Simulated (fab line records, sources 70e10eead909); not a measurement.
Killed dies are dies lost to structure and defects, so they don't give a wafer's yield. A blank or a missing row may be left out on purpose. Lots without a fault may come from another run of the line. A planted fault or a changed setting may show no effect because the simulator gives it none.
fab line records | flow nand_harc
record lots=6 wafers=18 last_day=24
route steps=1159 shown A_ZERO_WELL@401 A_SOURCE_PLATE@413 A_ONON_D1@424 END@1159
lots that met no fault: from a run of the same line without faults
start_h: hours from the record's first day to the start of the lot's first wafer shown | wait_h: hours since the lot's step before | " the same as in the row above | L1.1+2: a row that stands for several wafers | - no value, or no start given | * or withheld: withheld | < > ~ a bound
route shown NAME@n: a module of which the file shows steps, and the number in the route of the first | usual: mean/standard deviation of fault-free wafers | same: alike in all rows | chamber/n: place in a boat | sites: the reading at each site | _std_site: their standard deviation | _edge_site: outer sites' mean less inner sites' | radius_mm: how far each site lies from the wafer's centre | mask NAME#n: copy n | behind: the tool/chamber that last shaped the wafer | hold: why the lot was held/for how many hours/how that ended | device: the transistor (n, p or np) that didn't switch | end of line: the same wafers' tests at the end of the route | a step without rows: its recipe alone | killed: dies lost to structure and defects at the first sort, not the wafer's yield | map: a wafer's dies, x killed, . not, _ none there
set.NAME: the setting as run; set.NAME@STEP: as run at that earlier step | model.NAME: the simulator's own value behind a step, which no gauge read
lots at some steps of the route; a table a step, a row a wafer
services: from which hour (start_h, from the record's first day; less than 0 if before it) a tool's chamber was out of use, for how many hours, and why
## steps
# step NHARC_A_ZERO_WELL_CD_MEAS_10
# recipe target_cd_nm=2000 landing_energy_ev=500
# usual cd_nm=1999.5/2.3
# same landing_energy_ev=500
# columns lot.wafer tool chamber start_h wait_h cd_nm
L196.2 cd_sem-01 0 126.04 - 1998.5
L196.5 " 0 " " 1997.0
L196.6 " 0 " " 1999.4
L198.3 cd_sem-03 0 135.91 - 2003.6
L198.4 " 0 " " 1999.6
L198.5 " 0 " " 2003.6
L200.2 cd_sem-03 0 153.81 - 1997.6
L200.4 " 0 " " 1997.5
L200.5 " 0 " " 1998.5
L203.1 cd_sem-03 0 169.03 - 1997.3
L203.5 " 0 " " 1997.3
L203.6 " 0 " " 2000.5
L202.2 cd_sem-03 0 169.82 - 1997.2
L202.3 " 0 " " 1999.1
L202.6 " 0 " " 1997.5
L217.2 cd_sem-01 0 262.79 - 2000.2
L217.3 " 0 " " 2000.8
L217.5 " 0 " " 1999.5
# step NHARC_A_ZERO_WELL_HARDBAKE_11
# recipe temp_c=118 time_s=65
# step NHARC_A_ZERO_WELL_DESCUM_12
# recipe time_s=3 o2_flow_sccm=200 ar_flow_sccm=0 bias_power_w=0 chemistry=O2
# usual drypump_motor_current_A=5.7/0.36 oes_product_au=0.995/0.0094 rf_vpp_V=57.7/0.78 showerhead_plenum_p_Torr=1.91/0.081 throttle_valve_pct=11.311/0.0089
# columns lot.wafer tool chamber start_h wait_h drypump_motor_current_A oes_product_au rf_hours_counter_h rf_vpp_V showerhead_plenum_p_Torr throttle_valve_pct
L196.2 rie_diel-11 2 126.20 - 5.8 0.992 12 58.5 1.98 11.324
L196.6 " 1 " " 5.7 0.985 - 57.6 1.93 11.315
L196.5 " 2 " " 5.8 1.005 - 57.2 1.98 11.307
L198.4 rie_diel-11 0 136.07 - 6.5 0.991 14 58.2 1.81 11.303
L198.3 " 3 " " 5.8 0.983 14 57.0 1.95 11.310
L198.5 " 0 " " 6.5 0.988 - 57.6 1.81 11.314
L200.4 rie_diel-10 1 153.98 - 5.4 0.989 10 57.9 2.06 11.303
L200.2 " 2 " " 5.4 0.988 11 57.6 1.84 11.318
L200.5 " 2 " " 5.4 0.986 - 57.1 1.84 11.301
L203.1 rie_diel-04 1 169.21 - 6.2 1.010 4 57.6 1.93 11.305
L203.5 " 2 " " 5.6 0.998 - 56.3 1.85 11.311
L203.6 " 3 " " 5.4 0.989 - 57.6 1.81 11.299
L202.2 rie_diel-04 2 169.98 - 5.5 0.993 4 56.9 1.85 11.308
L202.3 " 3 " " 5.4 0.992 4 56.7 1.81 11.313
L202.6 " 2 " " 5.6 1.002 - 57.8 1.85 11.304
L217.3 rie_diel-04 1 262.94 - 6.2 1.009 10 58.8 1.93 11.307
L217.2 " 3 " " 5.4 0.983 9 56.5 1.81 11.325
L217.5 " 1 " " 6.2 1.014 - 58.3 1.93 11.323
# step NHARC_A_ZERO_WELL_ETCH_19
# recipe target_depth_a=800 overetch_a=240 time_s=87.88 ion_energy_ev=200 n2_flow_sccm=150 h2_flow_sccm=150 ar_flow_sccm=0 rf_w=400 bias_w=150 chemistry=N2/H2
# usual drypump_motor_current_A=5.7/0.34 oes_product_au=0.998/0.01 rf_vpp_V=430.3/2.5 showerhead_plenum_p_Torr=2.03/0.088 throttle_valve_pct=14.171/0.0093
# columns lot.wafer tool chamber start_h wait_h drypump_motor_current_A oes_product_au rf_hours_counter_h rf_vpp_V showerhead_plenum_p_Torr throttle_valve_pct
L196.2 rie_diel-11 1 126.28 0.1 5.7 0.972 8 431.8 2.06 14.157
L196.6 " 1 " " 5.7 0.970 - 431.0 2.06 14.184
L196.5 " 2 " " 5.8 1.002 - 433.3 2.11 14.171
L198.3 rie_diel-11 2 136.16 0.1 5.8 0.987 13 429.8 2.11 14.174
L198.4 " 3 " " 5.8 0.987 14 430.6 2.08 14.176
L198.5 " 2 " " 5.8 0.994 - 433.0 2.11 14.182
L200.4 rie_diel-10 0 154.06 0.1 5.3 1.016 10 434.3 2.19 14.176
L200.2 " 3 " " 5.6 1.001 10 428.1 1.97 14.172
L200.5 " 0 " " 5.2 1.023 - 435.1 2.19 14.170
L203.1 rie_diel-04 1 169.28 0.1 6.2 1.009 4 431.4 2.06 14.153
L203.6 " 0 " " 5.7 1.003 - 428.5 1.99 14.168
L203.5 " 1 " " 6.2 1.013 - 431.7 2.06 14.165
L202.3 rie_diel-04 0 170.08 0.1 5.7 0.997 3 429.5 1.99 14.155
L202.2 " 1 " " 6.2 1.010 4 432.0 2.06 14.172
L202.6 " 3 " " 5.4 0.995 - 427.6 1.93 14.178
L217.3 rie_diel-04 2 263.03 0.1 5.6 0.995 11 429.1 1.97 14.180
L217.2 " 1 " " 6.2 1.013 10 431.8 2.06 14.177
L217.5 " 3 " " 5.4 1.000 - 427.7 1.92 14.185
# step NHARC_A_ZERO_WELL_ETCH_13
# recipe target_depth_a=1200 time_s=40.1 hbr_flow_sccm=150 cl2_flow_sccm=50 rf_w=400 icp_w=400 bias_w=100 chemistry=HBr/Cl2
# usual drypump_motor_current_A=5.9/0.48 oes_product_au=1.002/0.0099 throttle_valve_pct=26.407/0.008
# columns lot.wafer tool chamber start_h wait_h drypump_motor_current_A oes_product_au rf_hours_counter_h throttle_valve_pct
L196.2 rie_si-05 2 126.41 - 5.6 0.985 0.5 26.411
L196.6 " 1 " " 5.4 0.997 - 26.408
L196.5 " 2 " " 5.6 0.986 - 26.407
L198.3 rie_si-01 3 136.30 - 6.4 0.999 0.0 26.404
L198.4 " 0 " " 6.6 1.004 0.0 26.399
L198.5 " 1 " " 6.0 0.988 - 26.393
L200.4 rie_si-01 1 154.21 - 6.0 1.000 0.1 26.400
L200.2 " 2 " " 5.7 1.027 0.1 26.400
L200.5 " 3 " " 6.4 0.988 - 26.405
L203.1 rie_si-05 2 169.40 - 5.6 0.983 0.8 26.407
L203.5 " 1 " " 5.4 1.012 - 26.407
L203.6 " 2 " " 5.6 0.992 - 26.412
L202.3 rie_si-05 3 170.18 - 6.0 1.011 0.6 26.400
L202.2 " 2 " " 5.6 0.999 0.8 26.420
L202.6 " 0 " " 6.4 1.023 - 26.407
L217.2 rie_si-06 0 263.16 - 5.2 0.992 0.7 26.411
L217.3 " 2 " " 5.1 0.991 0.4 26.392
L217.5 " 0 " " 5.2 1.003 - 26.398
# step NHARC_A_ZERO_WELL_STRIP_14
# recipe time_s=900 temp_c=130 chemistry=SPM
# step NHARC_A_ZERO_WELL_IMPLANT_15
# recipe energy_kev=150 dose_cm2=1e+13 tilt_deg=7
# step NHARC_A_ZERO_WELL_PRECLEAN_22
# recipe time_s=60 temp_c=50 bath_age_min=0 chemistry=SC1
# step NHARC_A_ZERO_WELL_SRD_23
# step NHARC_A_ZERO_WELL_RTA_16
# recipe temp_c=1000 time_s=10
# usual lamp_power_pct=27.4/1.8 lamp_zone_3_pct=27.4/1.8 wafer_temp_C_max=1004.6/2.3
# columns lot.wafer tool chamber start_h wait_h lamp_power_pct lamp_zone_3_pct wafer_temp_C_max
L196.2 rtp_anneal-01 0 127.33 - 29.5 29.5 1006.0
L196.5 " 0 " " 29.5 29.5 1009.6
L196.6 " 0 " " 29.5 29.5 1007.8
L198.3 rtp_anneal-01 0 137.36 - 29.5 29.5 1005.7
L198.4 " 0 " " 29.5 29.6 1006.6
L198.5 " 0 " " 29.5 29.5 1006.4
L200.2 rtp_anneal-02 0 155.11 - 25.8 25.9 1003.2
L200.4 " 0 " " 25.8 25.9 1002.7
L200.5 " 0 " " 25.9 25.9 1004.0
L203.1 rtp_anneal-01 0 170.30 - 29.5 29.6 1006.7
L203.5 " 0 " " 29.5 29.5 1005.5
L203.6 " 0 " " 29.5 29.5 1008.2
L202.2 rtp_anneal-01 0 171.16 - 29.5 29.6 1006.6
L202.3 " 0 " " 29.5 29.5 1006.4
L202.6 " 0 " " 29.5 29.5 1010.3
L217.2 rtp_anneal-02 0 264.08 - 26.0 25.9 1003.1
L217.3 " 0 " " 25.9 25.9 1003.9
L217.5 " 0 " " 25.9 25.9 1003.1
# step NHARC_A_ZERO_WELL_INSPECT_17
# usual raw_defect_count=10/5.1
# columns lot.wafer tool chamber start_h wait_h raw_defect_count
L196.2 defect_inspect-01 - 127.50 0.1 11
L196.5 " - " " 4
L196.6 " - " " 3
L198.3 defect_inspect-01 - 137.50 0.1 27
L198.4 " - " " 11
L198.5 " - " " 17
L200.2 defect_inspect-01 - 155.28 0.1 9
L200.4 " - " " 15
L200.5 " - " " 9
L203.1 defect_inspect-01 - 170.50 0.2 9
L203.5 " - " " 4
L203.6 " - " " 7
L202.2 defect_inspect-01 - 171.33 0.1 9
L202.3 " - " " 12
L202.6 " - " " 22
L217.2 defect_inspect-02 - 264.25 0.1 10
L217.3 " - " " 5
L217.5 " - " " 8
# step NHARC_A_SOURCE_PLATE_PRECLEAN_00
# recipe time_s=60 chemistry=HF-LAST
# columns lot.wafer tool chamber start_h wait_h
L196.6+5+2 wet_bench-02 7,3,4 127.55 0.0
L198.3+4+5 wet_bench-05 0,1,3 137.56 0.1
L200.5+4+2 wet_bench-02 1,2,3 155.33 0.1
L203.5+1+6 wet_bench-02 3,6,7 170.55 0.1
L202.6+2+3 wet_bench-02 4,0,1 171.38 0.0
L217.5+2+3 wet_bench-02 0,2,4 264.30 0.1
# step NHARC_A_SOURCE_PLATE_SRD_01
# step NHARC_A_SOURCE_PLATE_OXIDE_02
# recipe target_thk_a=100 temp_c=900 ox_time_s=1362 material=SiO2
# step NHARC_A_SOURCE_PLATE_THK_MEAS_09
# recipe thk_meas_gauge=ellipsometry
# usual thk_nm=9.8/1
# columns lot.wafer tool chamber start_h wait_h thk_nm
L196.2 film_metro-02 - 134.58 0.4 10.6
L196.5 " - " " 9.4
L196.6 " - " " 9.1
L198.3 film_metro-01 - 145.28 0.4 10.9
L198.4 " - " " 10.3
L198.5 " - " " 10.5
L200.2 film_metro-02 - 162.70 0.4 6.4
L200.4 " - " " 10.6
L200.5 " - " " 10.1
L203.1 film_metro-01 - 179.60 0.4 10.7
L203.5 " - " " 10.5
L203.6 " - " " 9.6
L202.2 film_metro-02 - 179.60 0.4 8.6
L202.3 " - " " 8.3
L202.6 " - " " 7.7
L217.2 film_metro-01 - 270.77 0.4 11.3
L217.3 " - " " 8.4
L217.5 " - " " 10.0
# step NHARC_A_SOURCE_PLATE_PVD_04
# recipe target_thk_a=500 material=WSi2
# step NHARC_A_SOURCE_PLATE_CVD_03
# recipe target_thk_a=2000 temp_c=620 pressure_mtorr=200 time_s=4000 material=poly-Si
# step NHARC_A_SOURCE_PLATE_ANNEAL_05
# recipe temp_c=850 time_s=1800
# step NHARC_A_SOURCE_PLATE_THK_MEAS_06
# recipe thk_meas_gauge=ellipsometry
# usual thk_nm=199.4/1.8
# columns lot.wafer tool chamber start_h wait_h thk_nm
L196.2 film_metro-02 - 147.72 0.4 201.2
L196.5 " - " " 199.2
L196.6 " - " " 197.4
L198.3 film_metro-01 - 158.19 0.4 197.8
L198.4 " - " " 197.3
L198.5 " - " " 196.7
L200.2 film_metro-02 - 175.89 0.4 199.6
L200.4 " - " " 197.1
L200.5 " - " " 198.3
L203.1 film_metro-02 - 193.22 0.4 200.0
L203.5 " - " " 201.4
L203.6 " - " " 199.6
L202.2 film_metro-01 - 193.22 0.4 199.8
L202.3 " - " " 198.2
L202.6 " - " " 199.7
L217.2 film_metro-01 - 283.86 0.4 200.5
L217.3 " - " " 199.7
L217.5 " - " " 200.3
# step NHARC_A_SOURCE_PLATE_INSPECT_08
# usual raw_defect_count=56/24
# columns lot.wafer tool chamber start_h wait_h raw_defect_count
L196.2 defect_inspect-02 - 147.78 0.0 25
L196.5 " - " " 31
L196.6 " - " " 30
L198.3 defect_inspect-01 - 158.25 0.0 45
L198.4 " - " " 29
L198.5 " - " " 75
L200.2 defect_inspect-02 - 175.98 0.0 33
L200.4 " - " " 57
L200.5 " - " " 41
L203.1 defect_inspect-01 - 193.28 0.0 981
L203.5 " - " " 1012
L203.6 " - " " 1000
L202.2 defect_inspect-02 - 193.28 0.0 917
L202.3 " - " " 947
L202.6 " - " " 987
L217.2 defect_inspect-01 - 283.94 0.0 82
L217.3 " - " " 100
L217.5 " - " " 117
# step NHARC_A_ONON_D1_DEP_00
# recipe target_thk_a=10000 n2_flow_sccm=2750 n2o_flow_sccm=2000 nh3_flow_sccm=500 sih4_flow_sccm=210 temp_c=400
# step NHARC_END_SORT_01
# recipe temp_c=25
# usual killed_at_array=27/11 killed_at_other=0.6/0.89 killed_at_periphery=3.0/2.4 killed_dies=31/12 killed_open=3.2/1.6 killed_short=2.0/1.5
# same gross_dies=677
# columns lot.wafer tool chamber start_h wait_h killed_at_array killed_at_other killed_at_periphery killed_dies killed_open killed_short
L202.2 prober-02 0 473.38 2.8 58 0 6 64 2 2
L202.3 prober-02 0 474.18 3.1 104 0 2 106 6 3
L202.6 prober-02 0 476.59 4.0 116 0 2 118 6 1
L203.1 prober-02 0 480.41 2.5 122 1 2 125 4 0
L203.5 prober-02 0 483.58 3.7 94 1 1 96 1 1
L203.6 prober-02 0 484.37 4.0 110 2 1 113 4 3
# killed by level:class
L202.2 A_SOURCE_PLATE:unspecified=48 A_CONTACT:chamber_film_flake=4 A_CHANNEL_HOLE_D1:chamber_film_flake=3 P_GATE:chamber_film_flake=2 P_GATE:geometric_particle:open=1 P_M0:geometric_particle:open=1 A_CHANNEL_FILL_D1:geometric_particle:short=1 A_M0:geometric_particle:short=1
L202.3 A_SOURCE_PLATE:unspecified=92 A_CONTACT:chamber_film_flake=3 P_CONTACT:geometric_particle:open=1 P_M2:geometric_particle:short=1 A_ONON_D1:geometric_particle:open=1 A_CHANNEL_HOLE_D1:geometric_particle:short=1 A_CHANNEL_HOLE_D1:geometric_particle:open=1 A_CHANNEL_FILL_D1:geometric_particle:short=1
L202.6 A_SOURCE_PLATE:unspecified=102 A_CHANNEL_HOLE_D1:chamber_film_flake=5 A_CONTACT:chamber_film_flake=3 A_M1:geometric_particle:open=2 P_GATE:geometric_particle:open=1 P_CONTACT:geometric_particle:open=1 A_WL_FILL:geometric_particle:short=1 A_CONTACT:geometric_particle:open=1
L203.1 A_SOURCE_PLATE:unspecified=83 A_CHANNEL_HOLE_D1:chamber_film_flake=12 A_SLIT:chamber_film_flake=12 A_STAIRCASE:chamber_film_flake=7 A_CONTACT:chamber_film_flake=2 A_WL_FILL:chamber_film_flake=2 P_M1:geometric_particle:open=1 A_SOURCE_PLATE:geometric_particle:open=1
L203.5 A_SOURCE_PLATE:unspecified=54 A_SLIT:chamber_film_flake=13 A_CHANNEL_HOLE_D1:chamber_film_flake=12 A_CONTACT:chamber_film_flake=5 A_STAIRCASE:chamber_film_flake=4 A_WL_FILL:chamber_film_flake=4 P_M0:geometric_particle:open=1 A_WL_FILL:geometric_particle:short=1
L203.6 A_SOURCE_PLATE:unspecified=72 A_CHANNEL_HOLE_D1:chamber_film_flake=17 A_SLIT:chamber_film_flake=9 A_CHANNEL_FILL_D1:geometric_particle:short=3 A_M0:geometric_particle:open=2 A_STAIRCASE:chamber_film_flake=2 A_CONTACT:chamber_film_flake=2 THIN_TSV:chamber_film_flake=2
# map L202.6 (x killed, . not)
____________.____________
_________......._________
_______..........._______
______.............______
_____..............._____
____.................____
____......x..........____
___...................___
___....xxxxx..........___
__....xxxxxxx..........__
__....xxxxxx...........__
_x...xxxxxxxxx.........._
_....xxxxxxxxx.........._
_....xxxxxxxxx.........._
_....xxxxxxxxx......x..._
_...xxxxxxxxx..........._
...x.xxxxxxxxx....x......
x....xxxxxxxx............
.....xxxxxxx.............
......xxxxxx.x...........
.....x.xx.x.x....x.......
_.......x.x............._
_....x.................._
_...xx............x....._
_......................._
_.....x................._
__x...x........x.......__
__.....................__
___...................___
___...............x...___
____.................____
____.................____
_____.........x....._____
______.............______
_______..........._______
_________......._________
____________.____________
# map L203.1 (x killed, . not)
____________.____________
_________......._________
_______..........._______
______.............______
_____..............._____
____.................____
____.................____
___..x........x......x___
___...................___
__...............x.....__
__..........x......x...__
_x.xx.............x....._
_x................x..x.._
_.xx............x......._
_x.................x...._
_...x...........x..x...._
xx................x..x...
x.x...x....x...x.........
......x..........x.x.....
................x........
................x......xx
_......................._
_...............x.....x._
_x........x.......x.x..._
_..............xx..x...._
_..............xxxx....._
__...........xxxxxxx...__
__..........xxxxxxxxxx.__
___x.x.......xxxxxxxxx___
___..........xxxxxxxxx___
____........xxxxxxxxx____
____........xxxxxxxxx____
_____x.......xxxxxxx_____
______.......xxxxxx______
_______......xxxxx_______
_________......x_________
____________.____________
## services
# columns tool chamber start_h hours kind
rie_diel-04 - 111.90 9.0 pm
rie_diel-04 0 111.90 9.0 vent_cycle
rie_diel-04 1 111.90 9.0 vent_cycle
rie_diel-04 2 111.90 9.0 vent_cycle
rie_diel-04 3 111.90 9.0 vent_cycle
rie_diel-04 0 120.90 - clean
rie_diel-04 1 120.90 - clean
rie_diel-04 2 120.90 - clean
rie_diel-04 3 120.90 - clean
rie_diel-10 0 124.56 6.3 repair
rie_si-01 - 127.00 9.0 pm
rie_diel-10 0 147.71 5.5 repair
rie_diel-10 - 162.59 0.8 repair
rie_diel-10 - 176.50 9.0 pm
wet_bench-02 - 180.00 8.0 pm
rie_si-06 - 183.03 9.0 pm
rie_diel-11 - 189.50 9.0 pm
wet_bench-05 - 196.80 8.0 pm
rie_si-05 0 215.26 5.4 repair
rie_diel-10 3 217.81 6.0 repair
rie_si-06 2 223.08 11.4 repair
rie_si-05 - 239.00 9.0 pm
wet_bench-05 - 251.47 1.3 repair
rie_diel-04 - 261.33 1.5 repair
## key
first_sign step=NHARC_A_SOURCE_PLATE_INSPECT_08 reading=raw_defect_count direction=up sigmas=39 usual=56 struck=974
effect step=NHARC_END_SORT_01 reading=killed_at_array direction=up sigmas=6.7 usual=27 struck=101
more_kills_born_at NHARC_A_SOURCE_PLATE_PRECLEAN_00@wet_bench-02=451
met_at NHARC_A_SOURCE_PLATE_PRECLEAN_00
struck_wafers L202.2,L202.3,L202.6,L203.1,L203.5,L203.6
tester_left_out L202,L203
onset_between 155.33 170.55
also_fits NHARC_A_ZERO_WELL_ETCH_13:rie_si-05,NHARC_A_ZERO_WELL_RTA_16:rtp_anneal-01
fault kind=chamber_particle_source tool=wet_bench-02 chamber=- onset_h=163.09 steps=NHARC_A_SOURCE_PLATE_PRECLEAN_00 rate_per_visit_cm2=1.4315 end_h=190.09
# tester_left_out: of these lots the tester's yield and bins aren't shown, on N5 and GAA mostly nor the transistor test; their killed dies are dies lost to structure and defects alone, not to doping, threshold or leakage, so they don't give the yield
